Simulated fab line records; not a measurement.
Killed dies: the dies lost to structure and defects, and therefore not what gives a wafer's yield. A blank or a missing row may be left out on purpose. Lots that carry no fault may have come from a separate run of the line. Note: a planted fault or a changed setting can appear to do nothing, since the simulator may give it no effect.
fab line records	flow n5-finfet
record lots=6	wafers=18	last-day=18
route steps=1938 shown MOL_CONTACT_COAG@598 BEOL_M4@1111 PASSIVATION@1936
lots that met no fault: from a run of the same line without faults
start-h: hours from the record's first day to the start of the lot's first wafer shown	wait-h: time in hours since the lot's previous step	" the same as in the row above	L1.1+2: a single row standing in for several wafers	- no value, or no start was given	* or withheld: withheld	< > ~ a bound
route shown NAME@n: NAME is a module with steps in the file, n the number in the route of the first one	usual: mean/standard deviation of fault-free wafers	same: alike in all rows	chamber/n: place in a boat	sites: per-site readings	_std_site: the standard deviation of these	_edge_site: the outer-site mean with the inner-site mean subtracted	radius-mm: for every site, how far away it sits from the centre of the wafer	mask NAME#n: copy n	behind: tool/chamber where the wafer was last shaped	hold: why the lot went on hold/how many hours it stayed there/how the hold came to an end	device: the transistor (n, p or np) that didn't switch	end of line: the tests these same wafers got at the end of their route	for a step that has no rows: nothing shown but its recipe	killed: dies lost to structure and defects at the first sort, not the wafer's yield	map: dies across one wafer; x = killed, . = not, _ = none there
set.NAME: the setting as run; set.NAME@STEP: as run at that earlier step	model.NAME: the simulator's own value behind a step, which no gauge read
certain route steps with their lots: each step a table, each wafer a row
services: from which hour (start-h, from the record's first day; less than 0 if before it) a tool's chamber was out of use, for how many hours, and why
## steps
# step N5_MOL_CONTACT_COAG_SOFTBAKE_35
# recipe temp-c=110	time-s=60	resist=CAR-EUV
# step N5_MOL_CONTACT_COAG_EXPOSE_37
# recipe mask-id=VD	na=0.33	source-shape=annular	sigma-inner=0.3	sigma-outer=0.7	polarization=unpolarized	defocus-nm=0	dose-mj=62
# step N5_MOL_CONTACT_COAG_PEB_38
# recipe peb-temp-c=100	peb-time-s=60	resist=CAR-EUV
# step N5_MOL_CONTACT_COAG_DEVELOP_39
# recipe develop-time-s=30	developer=TMAH	resist=CAR-EUV	rinse-liquid=surfactant-rinse	dry=air-spin	dev-temp-c=23
# step N5_MOL_CONTACT_COAG_CD_MEAS_40
# recipe target-cd-nm=25.1	landing-energy-ev=500	detector=se-inlens	polarity=opening
# usual cd-nm=25.10/0.29
lot.wafer	tool	chamber	start-h	wait-h	cd-nm
L650.1	cd-sem-02	0	105.22	-	25.29
L650.3	"	0	"	"	25.44
L650.6	"	0	"	"	25.28
L651.2	cd-sem-03	0	112.94	-	24.88
L651.3	"	0	"	"	24.97
L651.6	"	0	"	"	25.05
L653.3	cd-sem-01	0	133.89	-	25.01
L653.4	"	0	"	"	25.53
L653.6	"	0	"	"	25.39
L654.1	cd-sem-01	0	134.83	-	25.97
L654.4	"	0	"	"	25.42
L654.5	"	0	"	"	25.41
L660.2	cd-sem-02	0	164.83	-	24.83
L660.4	"	0	"	"	25.03
L660.5	"	0	"	"	24.58
L672.1	cd-sem-01	0	240.25	-	25.11
L672.2	"	0	"	"	24.83
L672.4	"	0	"	"	25.06
# step N5_MOL_CONTACT_COAG_OVL_MEAS_41
# recipe points-per-wafer=522
# usual VD_OVL=0.0/0.67
lot.wafer	tool	chamber	start-h	wait-h	VD_OVL[nm]
L650.1	overlay-02	0	105.25	0.0	-0.5
L650.3	"	0	"	"	-0.5
L650.6	"	0	"	"	0.6
L651.2	overlay-01	0	112.97	0.0	0.2
L651.3	"	0	"	"	0.9
L651.6	"	0	"	"	-0.1
L653.3	overlay-02	0	133.93	0.0	-0.3
L653.4	"	0	"	"	0.0
L653.6	"	0	"	"	0.0
L654.1	overlay-02	0	134.86	0.0	-0.7
L654.4	"	0	"	"	-0.9
L654.5	"	0	"	"	-0.5
L660.2	overlay-01	0	164.87	0.0	-1.0
L660.4	"	0	"	"	-0.7
L660.5	"	0	"	"	-0.5
L672.1	overlay-02	0	240.28	0.0	-1.0
L672.2	"	0	"	"	-0.3
L672.4	"	0	"	"	-0.6
# step N5_MOL_CONTACT_COAG_INSPECT_42
# recipe mode=adi	inspect-instrument=brightfield
# usual raw-defect-count=214/49
lot.wafer	tool	chamber	start-h	wait-h	raw-defect-count
L650.1	defect-inspect-02	-	105.31	0.1	209
L650.3	"	-	"	"	212
L650.6	"	-	"	"	200
L651.2	defect-inspect-02	-	113.03	0.0	152
L651.3	"	-	"	"	188
L651.6	"	-	"	"	178
L653.3	defect-inspect-02	-	133.98	0.0	197
L653.4	"	-	"	"	244
L653.6	"	-	"	"	160
L654.1	defect-inspect-02	-	134.92	0.1	226
L654.4	"	-	"	"	217
L654.5	"	-	"	"	256
L660.2	defect-inspect-02	-	164.92	0.0	233
L660.4	"	-	"	"	234
L660.5	"	-	"	"	190
L672.1	defect-inspect-02	-	240.34	0.1	365
L672.2	"	-	"	"	461
L672.4	"	-	"	"	157
# step N5_MOL_CONTACT_COAG_DESCUM_45
# recipe chemistry=O2	time-s=7	source-power-w=50	bias-power-w=20	pressure-mtorr=20	rf-frequency-hz=2.712e+07	temp-c=40	resist=CAR-EUV	o2-flow-sccm=225
# usual drypump-motor-current-A=5.8/0.55	oes-product-au=0.77/0.06	rf-fwd-power-W=49.43/0.2	rf-vpp-V=242.9/1.3	showerhead-plenum-p-Torr=2.08/0.061	throttle-valve-pct=20.56/0.28
lot.wafer	tool	chamber	start-h	wait-h	drypump-motor-current-A	oes-product-au	rf-fwd-power-W	rf-hours-counter-h	rf-vpp-V	showerhead-plenum-p-Torr	throttle-valve-pct
L650.1	rie-diel-02	3	105.35	0.0	5.0	0.76	49.47	153	243.4	2.07	20.68
L650.3	"	0	"	"	5.6	0.75	49.32	214	245.1	2.17	20.80
L650.6	"	2	"	"	5.9	0.78	49.23	-	244.0	2.18	20.42
L651.2	rie-diel-01	1	113.10	0.1	5.4	0.86	49.51	48	242.9	2.16	20.38
L651.3	"	0	"	"	5.3	0.91	49.64	25	244.6	2.13	20.37
L651.6	"	2	"	"	5.1	0.82	49.78	-	241.7	2.04	20.43
L653.3	rie-diel-04	2	134.01	0.0	6.2	0.89	49.50	32	243.0	2.04	20.05
L653.4	"	3	"	"	5.3	0.76	49.24	150	242.5	2.02	20.61
L653.6	"	0	"	"	6.8	0.72	48.95	-	241.8	2.00	20.80
L654.1	rie-diel-02	2	134.95	0.0	5.8	0.77	49.48	159	245.3	2.18	20.42
L654.4	"	3	"	"	5.0	0.75	49.23	164	241.8	2.07	20.70
L654.5	"	2	"	"	5.8	0.77	49.33	-	245.1	2.18	20.40
L660.2	rie-diel-02	2	164.95	0.0	5.8	0.75	49.13	170	243.1	2.17	20.42
L660.4	"	3	"	"	5.0	0.73	49.20	176	243.8	2.06	20.73
L660.5	"	1	"	"	6.6	0.73	49.31	-	244.4	2.08	20.64
L672.1	rie-diel-01	0	240.38	0.0	5.3	0.85	49.58	65	241.8	2.12	20.44
L672.2	"	1	"	"	5.5	0.80	49.35	89	243.7	2.14	20.46
L672.4	"	2	"	"	5.1	0.77	49.60	111	242.8	2.03	20.48
# step N5_MOL_CONTACT_COAG_ETCH_65
# recipe chemistry=N2/H2	target=underlayer	target-depth-a=130	mask-material=CAR-EUV	time-s=10.4	ion-energy-ev=200	pressure-mtorr=30	source-w=840	bias-w=150	n2-flow-sccm=200	h2-flow-sccm=200	ends=cleared
# usual drypump-motor-current-A=5.8/0.55	etch-rf-on-time-s=10.36/0.25	oes-product-au=0.65/0.051	rf-fwd-power-W=819.3/2.7	rf-vpp-V=523.4/2.2	showerhead-plenum-p-Torr=2.53/0.073	throttle-valve-pct=18.0/0.31
lot.wafer	tool	chamber	start-h	wait-h	drypump-motor-current-A	etch-rf-on-time-s	oes-product-au	rf-fwd-power-W	rf-hours-counter-h	rf-vpp-V	showerhead-plenum-p-Torr	throttle-valve-pct
L650.1	rie-diel-02	3	105.38	0.0	5.0	10.05	0.65	821.2	153	523.2	2.55	18.3
L650.3	"	0	"	"	5.6	10.67	0.61	822.7	214	525.9	2.63	18.2
L650.6	"	2	"	"	5.8	9.95	0.67	818.9	-	527.8	2.65	17.8
L651.2	rie-diel-01	1	113.13	0.0	5.5	10.31	0.73	827.1	48	525.1	2.59	17.6
L651.3	"	0	"	"	5.3	10.39	0.77	821.0	25	526.7	2.57	17.5
L651.6	"	2	"	"	5.2	10.41	0.70	816.2	-	521.6	2.48	17.7
L653.3	rie-diel-04	2	134.05	0.0	6.2	9.97	0.78	818.3	32	521.2	2.48	17.5
L653.4	"	3	"	"	5.3	10.40	0.65	816.4	150	522.4	2.45	18.1
L653.6	"	0	"	"	6.8	10.34	0.62	819.7	-	519.6	2.41	18.1
L654.1	rie-diel-02	2	134.99	0.0	5.8	10.01	0.67	823.0	159	527.7	2.64	17.7
L654.4	"	3	"	"	5.1	10.13	0.63	816.9	164	524.7	2.54	18.3
L654.5	"	2	"	"	5.8	10.12	0.65	818.4	-	527.4	2.64	17.8
L660.2	rie-diel-02	2	164.99	0.0	5.9	10.08	0.65	822.4	170	526.3	2.64	17.8
L660.4	"	3	"	"	5.0	10.04	0.63	825.6	176	523.9	2.54	18.4
L660.5	"	1	"	"	6.6	10.27	0.61	819.8	-	524.4	2.54	18.2
L672.1	rie-diel-01	0	240.41	0.0	5.3	10.75	0.70	815.8	65	524.2	2.55	17.6
L672.2	"	1	"	"	5.4	10.56	0.67	823.0	89	525.1	2.57	17.7
L672.4	"	2	"	"	5.1	10.49	0.66	820.9	111	521.6	2.46	17.8
# step N5_MOL_CONTACT_COAG_ETCH_66
# recipe chemistry=CF4	target=SiARC	target-depth-a=130	mask-material=CAR-EUV	time-s=21.7	ion-energy-ev=80	pressure-mtorr=40	source-w=545	bias-w=36	Ar_flow_sccm=100	cf4-flow-sccm=100	ends=cleared
# usual drypump-motor-current-A=5.8/0.55	etch-rf-on-time-s=21.6/0.48	oes-product-au=0.66/0.051	rf-fwd-power-W=531.4/1.7	rf-vpp-V=183.9/1.1	showerhead-plenum-p-Torr=2.13/0.057	throttle-valve-pct=15.74/0.28
lot.wafer	tool	chamber	start-h	wait-h	drypump-motor-current-A	etch-rf-on-time-s	oes-product-au	rf-fwd-power-W	rf-hours-counter-h	rf-vpp-V	showerhead-plenum-p-Torr	throttle-valve-pct
L650.1	rie-diel-02	3	105.40	0.0	5.0	20.6	0.65	533.9	153	182.8	2.14	16.04
L650.3	"	0	"	"	5.6	21.9	0.61	528.2	214	184.4	2.21	15.91
L650.6	"	2	"	"	5.9	20.4	0.69	531.1	-	184.6	2.22	15.55
L651.2	rie-diel-01	1	113.15	0.0	5.4	21.5	0.72	530.8	48	185.1	2.18	15.42
L651.3	"	0	"	"	5.3	21.5	0.77	533.2	25	183.3	2.18	15.51
L651.6	"	2	"	"	5.1	21.8	0.69	530.5	-	183.3	2.08	15.55
L653.3	rie-diel-04	2	134.07	0.0	6.1	21.1	0.77	533.5	32	183.0	2.09	15.28
L653.4	"	3	"	"	5.3	21.8	0.65	533.2	150	182.2	2.07	15.77
L653.6	"	0	"	"	6.8	22.1	0.62	531.7	-	182.7	2.04	15.93
L654.1	rie-diel-02	2	135.01	0.0	5.9	21.1	0.66	531.0	159	184.2	2.22	15.58
L654.4	"	3	"	"	5.0	21.0	0.64	530.5	164	184.3	2.14	16.06
L654.5	"	2	"	"	5.8	21.1	0.66	531.9	-	185.5	2.22	15.58
L660.2	rie-diel-02	2	165.01	0.0	5.9	21.2	0.64	534.0	170	185.3	2.21	15.58
L660.4	"	3	"	"	5.0	21.1	0.64	530.8	176	182.9	2.14	16.07
L660.5	"	1	"	"	6.6	21.2	0.62	533.1	-	184.0	2.14	15.83
L672.1	rie-diel-01	0	240.43	0.0	5.3	21.9	0.71	533.3	65	183.9	2.16	15.57
L672.2	"	1	"	"	5.4	21.7	0.68	529.9	89	184.1	2.17	15.52
L672.4	"	2	"	"	5.1	22.0	0.66	533.2	111	183.1	2.07	15.63
# step N5_MOL_CONTACT_COAG_ALD_133
# recipe material=SiO2	target-thk-a=50	temp-c=100	ald-precursor-family=BDEAS	ald-co-reactant=O2-plasma	pulse-time-s=1	co-reactant-pulse-time-s=1	purge-time-s=2	co-reactant-purge-time-s=2	ald-cycles=35	pressure-torr=2
# usual heater-power-w=77/6.8	precursor-pulse-height-rel=1.000/0.02
lot.wafer	tool	chamber	start-h	wait-h	heater-power-w	precursor-pulse-height-rel
L650.1	ald-sin-02	3	107.10	1.7	78	1.020
L650.3	"	1	"	"	77	1.005
L650.6	"	2	"	"	77	0.987
L651.2	ald-sin-02	0	113.23	0.1	64	1.008
L651.3	"	3	"	"	80	0.948
L651.6	"	1	"	"	77	1.001
L653.3	ald-sin-02	0	134.15	0.1	67	1.016
L653.4	"	1	"	"	78	1.001
L653.6	"	2	"	"	79	0.986
L654.1	ald-sin-02	3	135.09	0.1	79	1.011
L654.4	"	0	"	"	66	1.002
L654.5	"	1	"	"	77	1.024
L660.2	ald-sin-02	1	165.09	0.1	77	0.999
L660.4	"	2	"	"	78	1.007
L660.5	"	0	"	"	66	0.966
L672.1	ald-sin-02	0	241.00	0.5	64	0.966
L672.2	"	1	"	"	80	1.000
L672.4	"	0	"	"	66	1.006
# step N5_MOL_CONTACT_COAG_ETCHBACK_134
# recipe chemistry=CHF3	target=SiO2	target-depth-a=100	time-s=6.7	ion-energy-ev=200	pressure-mtorr=30	source-w=610	bias-w=170	Ar_flow_sccm=200	CHF3_flow_sccm=50
# usual drypump-motor-current-A=5.7/0.54	oes-product-au=0.78/0.061	rf-fwd-power-W=603.0/2.2	rf-vpp-V=522/9.3	showerhead-plenum-p-Torr=2.38/0.061	throttle-valve-pct=18.81/0.26
lot.wafer	tool	chamber	start-h	wait-h	drypump-motor-current-A	oes-product-au	rf-fwd-power-W	rf-hours-counter-h	rf-vpp-V	showerhead-plenum-p-Torr	throttle-valve-pct
L650.1	rie-diel-01	0	107.28	0.1	5.3	0.91	606.0	22	508	2.43	18.68
L650.3	"	1	"	"	5.5	0.85	603.0	46	523	2.44	18.62
L650.6	"	0	"	"	5.3	0.92	606.9	-	507	2.43	18.70
L651.2	rie-diel-02	2	113.41	0.1	5.8	0.78	599.1	151	531	2.48	18.70
L651.3	"	1	"	"	6.6	0.74	602.0	141	531	2.39	18.95
L651.6	"	2	"	"	5.8	0.77	599.7	-	530	2.48	18.72
L653.3	rie-diel-02	2	134.33	0.1	5.8	0.77	605.8	159	530	2.47	18.73
L653.4	"	0	"	"	5.6	0.72	602.2	223	519	2.45	19.03
L653.6	"	0	"	"	5.6	0.72	603.0	-	518	2.45	19.03
L654.1	rie-diel-02	0	135.42	0.3	5.6	0.72	603.5	223	518	2.45	19.03
L654.4	"	2	"	"	5.8	0.77	600.9	159	531	2.47	18.74
L654.5	"	3	"	"	5.1	0.74	600.8	-	509	2.37	19.10
L660.2	rie-diel-01	3	165.27	0.1	6.2	0.80	597.6	56	516	2.42	18.27
L660.4	"	1	"	"	5.4	0.82	604.7	67	521	2.43	18.64
L660.5	"	3	"	"	6.2	0.81	600.0	-	514	2.42	18.26
L672.1	rie-diel-01	2	241.18	0.1	5.1	0.78	600.9	112	537	2.29	18.67
L672.2	"	1	"	"	5.4	0.81	604.1	89	521	2.42	18.67
L672.4	"	3	"	"	6.3	0.80	600.7	80	515	2.41	18.30
# step N5_MOL_CONTACT_COAG_ETCH_67
# recipe chemistry=N2/H2	target=SOC	target-depth-a=600	overetch-a=210	mask-material=SiARC	temp-c=40	time-s=101.2	ion-energy-ev=200	pressure-mtorr=30	source-w=840	bias-w=150	n2-flow-sccm=200	h2-flow-sccm=200
# usual drypump-motor-current-A=5.7/0.54	oes-product-au=0.65/0.05	rf-fwd-power-W=835.1/2.8	rf-vpp-V=523.8/2	showerhead-plenum-p-Torr=2.54/0.065	throttle-valve-pct=17.9/0.32
lot.wafer	tool	chamber	start-h	wait-h	drypump-motor-current-A	oes-product-au	rf-fwd-power-W	rf-hours-counter-h	rf-vpp-V	showerhead-plenum-p-Torr	throttle-valve-pct	model.SiARC_of_MOL_CONTACT_COAG_COAT_63.thk-nm
L650.1	rie-diel-01	0	107.31	0.0	5.3	0.76	836.2	22	524.8	2.57	17.5	6
L650.3	"	1	"	"	5.5	0.71	842.1	46	524.8	2.59	17.6	5.8
L650.6	"	0	"	"	5.3	0.76	838.6	-	524.7	2.57	17.5	6
L651.2	rie-diel-02	2	113.45	0.0	5.8	0.64	835.5	151	525.5	2.64	17.7	5.6
L651.3	"	1	"	"	6.6	0.62	835.4	141	524.9	2.55	18.1	5.8
L651.6	"	2	"	"	5.8	0.65	833.8	-	528.2	2.64	17.7	5.6
L653.3	rie-diel-02	2	134.36	0.0	5.8	0.64	1032.8	159	490.8	2.64	17.7	5.2
L653.4	"	0	"	"	5.6	0.61	1041.0	223	490.0	2.63	18.2	5.6
L653.6	"	0	"	"	5.6	0.60	1040.1	-	488.3	2.63	18.2	5.6
L654.1	rie-diel-02	0	135.46	0.0	5.6	0.61	1036.5	223	490.5	2.63	18.2	5.6
L654.4	"	2	"	"	5.8	0.64	1033.4	159	490.4	2.64	17.7	5
L654.5	"	3	"	"	5.0	0.62	1035.7	-	486.7	2.54	18.3	5.4
L660.2	rie-diel-01	3	165.30	0.0	6.2	0.68	834.1	56	525.2	2.59	17.5	6
L660.4	"	1	"	"	5.5	0.70	830.2	67	524.9	2.58	17.6	5.8
L660.5	"	3	"	"	6.2	0.68	835.2	-	525.7	2.59	17.4	6
L672.1	rie-diel-01	2	241.22	0.0	5.1	0.65	836.6	112	521.5	2.46	17.8	5.8
L672.2	"	1	"	"	5.4	0.66	835.9	89	524.0	2.57	17.6	5.8
L672.4	"	3	"	"	6.3	0.66	836.2	80	523.9	2.58	17.5	6
# step N5_MOL_CONTACT_COAG_STRIP_68
# recipe chemistry=N2/H2	temp-c=40	n2-flow-sccm=200	h2-flow-sccm=200	rf-frequency-hz=6e+07
# step N5_BEOL_M4_RC_MEAS_101
# usual DIBL_N=36.4/1.7	DIBL_P=36.4/2.1	IOFF_N=0.16/0.035	IOFF_P=0.21/0.035	ION_N=680/11	ION_P=465/6.8	SS_N=71.5/0.58	SS_P=73.2/0.72	VT_N=249/3.6	VT_P=-250/3.1
lot.wafer	tool	chamber	start-h	wait-h	DIBL_N[mV/V]	DIBL_P[mV/V]	IOFF_N[nA/um]	IOFF_P[nA/um]	ION_N[uA/um]	ION_P[uA/um]	SS_N[mV/dec]	SS_P[mV/dec]	VT_N[mV]	VT_P[mV]
L650.1	prober-02	0	176.76	0.0	37.5	37.9	0.19	0.24	683	471	72.2	73.5	247	-249
L650.3	"	0	"	"	36.1	36.7	0.17	0.22	689	471	70.7	73.2	247	-247
L650.6	"	0	"	"	33.6	33.1	0.12	0.17	659	451	70.7	72.1	254	-251
L651.2	prober-01	0	181.77	0.2	35.2	36.4	0.15	0.22	673	459	71.3	73.8	250	-253
L651.3	"	0	"	"	37.7	38.3	0.21	0.26	691	470	72.4	74.5	245	-249
L651.6	"	0	"	"	37.4	38.8	0.19	0.26	680	462	72.1	73.9	246	-250
L654.1	prober-02	0	209.34	0.0	35.2	36.3	0.14	0.19	671	461	71.4	72.7	249	-254
L654.4	"	0	"	"	38.1	38.2	0.19	0.22	691	470	71.7	73.9	251	-252
L654.5	"	0	"	"	32.7	32.5	0.11	0.14	664	453	70.7	71.8	255	-255
L653.3	prober-02	0	214.27	0.3	35.4	37.1	0.17	0.19	681	459	71.3	72.8	250	-254
L653.4	"	0	"	"	36.0	38.4	0.18	0.21	686	470	71.8	73.6	248	-250
L653.6	"	0	"	"	37.6	39.5	0.20	0.22	681	463	71.5	73.7	248	-251
L660.2	prober-02	0	233.23	0.2	38.1	39.4	0.18	0.22	674	461	71.9	73.7	248	-250
L660.4	"	0	"	"	35.0	36.0	0.14	0.18	674	461	71.0	72.9	251	-251
L660.5	"	0	"	"	35.5	35.8	0.13	0.17	674	462	70.5	74.0	253	-252
L672.1	prober-01	0	309.46	0.0	37.1	37.3	0.17	0.24	685	471	71.3	73.8	249	-247
L672.2	"	0	"	"	37.0	36.5	0.16	0.23	674	461	71.4	73.7	250	-248
L672.4	"	0	"	"	36.6	35.0	0.15	0.21	668	462	71.9	73.1	251	-250
# step N5_PASSIVATION_PROBE_49
# usual defect-limited-yield=91.3/1.4	killed_at_M0_to_M3=36/11	killed_at_M4_up=13/5.2	killed-at-contacts=13/6.5	killed-at-front-end=37/11	killed-at-other=3.6/2.9	killed-dies=103/17	killed-open=68/12	killed-short=33/7.3	sort_bin_5_function=5.2/0.91	sort_bin_6_memory=3.2/0.67	sort-n-pass=1077/17	sort-yield-pct=91.3/1.4
# same gross-dies=1180	killed-at-back-side=0	sort_bin_4_leakage[%]=0	sort_bin_8_speed[%]=0
lot.wafer	tool	chamber	start-h	wait-h	defect-limited-yield[%]	killed_at_M0_to_M3	killed_at_M4_up	killed-at-contacts	killed-at-front-end	killed-at-other	killed-dies	killed-open	killed-short	sort_bin_5_function[%]	sort_bin_6_memory[%]	sort-n-pass	sort-yield-pct[%]
L651.2	prober-02	-	284.37	0.1	90.4	43	11	21	36	2	113	63	49	5.4	3.6	1067	90.4
L651.3	prober-02	-	284.42	0.1	90.1	43	13	14	47	0	117	70	44	5.6	3.9	1063	90.1
L651.6	prober-02	-	284.57	0.3	91.8	36	17	13	28	3	97	62	34	5.0	2.8	1083	91.8
# killed by level:class
L651.2 BEOL_M0_SAQP:geometric-particle:short=13 MOL_CONTACT_COAG:geometric-particle:open=11 MOL_CONTACT_COAG:geometric-particle:short=10 BEOL_M0_SAQP:geometric-particle:open=9 GATE_CUT:geometric-particle:short=7 BEOL_M2:geometric-particle:open=5 STARTING-WAFER:geometric-particle:short=5 FIN_SAQP:geometric-particle:open=4
L651.3 FIN_SAQP:geometric-particle:short=11 MOL_CONTACT_COAG:geometric-particle:open=11 FIN_SAQP:geometric-particle:open=8 BEOL_M0_SAQP:geometric-particle:open=7 BEOL_M0_SAQP:geometric-particle:short=7 BEOL_M2:geometric-particle:open=7 BEOL_M3:geometric-particle:short=6 BEOL_M1:geometric-particle:open=6
L651.6 MOL_CONTACT_COAG:geometric-particle:open=11 BEOL_M0_SAQP:geometric-particle:short=9 FIN_SAQP:geometric-particle:open=8 BEOL_M2:geometric-particle:open=8 FIN_SAQP:geometric-particle:short=7 BEOL_M0:geometric-particle:open=6 BEOL_M4:geometric-particle:open=6 BEOL_M3:geometric-particle:open=4
## services
tool	chamber	start-h	hours	kind
ald-sin-02	-	85.48	14.0	pm
ald-sin-02	0	85.48	14.0	vent-cycle
ald-sin-02	1	85.48	14.0	vent-cycle
ald-sin-02	2	85.48	14.0	vent-cycle
ald-sin-02	3	85.48	14.0	vent-cycle
ald-sin-02	0	99.48	-	clean
ald-sin-02	1	99.48	-	clean
ald-sin-02	2	99.48	-	clean
ald-sin-02	3	99.48	-	clean
rie-diel-04	0	143.65	8.5	repair
rie-diel-02	0	211.43	-	clean
rie-diel-02	0	211.43	-	consumable-replace:focus-ring
rie-diel-02	0	211.43	15.1	scheduled-down
rie-diel-02	0	211.43	15.1	vent-cycle
ald-sin-02	3	219.01	84.8	repair
rie-diel-01	-	226.88	11.4	repair
## key
first-sign step=N5_MOL_CONTACT_COAG_ETCH_67	reading=rf-fwd-power-W	direction=up	sigmas=71	usual=*	struck=*
effect step=N5_MOL_CONTACT_COAG_ETCH_67	reading=rf-vpp-V	direction=down	sigmas=17	usual=523.8	struck=489.5
model-effect step=N5_MOL_CONTACT_COAG_ETCH_67	value=SiARC_of_MOL_CONTACT_COAG_COAT_63.thk-nm	without=5.9	struck=5.4
met-at N5_MOL_CONTACT_COAG_ETCH_67
struck-wafers L653.3,L653.4,L653.6,L654.1,L654.4,L654.5
rows-end L653.3,L653.4,L653.6
onset-between 113.45 134.36
fault kind=process-parameter-drift	tool=rie-diel-02	chamber=-	onset-h=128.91	steps=N5_MOL_CONTACT_COAG_ETCH_67	channel=source-w	offset=201.6	shape=step	acts-in=these-recipes-only	stated=840
# rows-end: these wafers met a further fault down the route, and their rows from its step on are left out
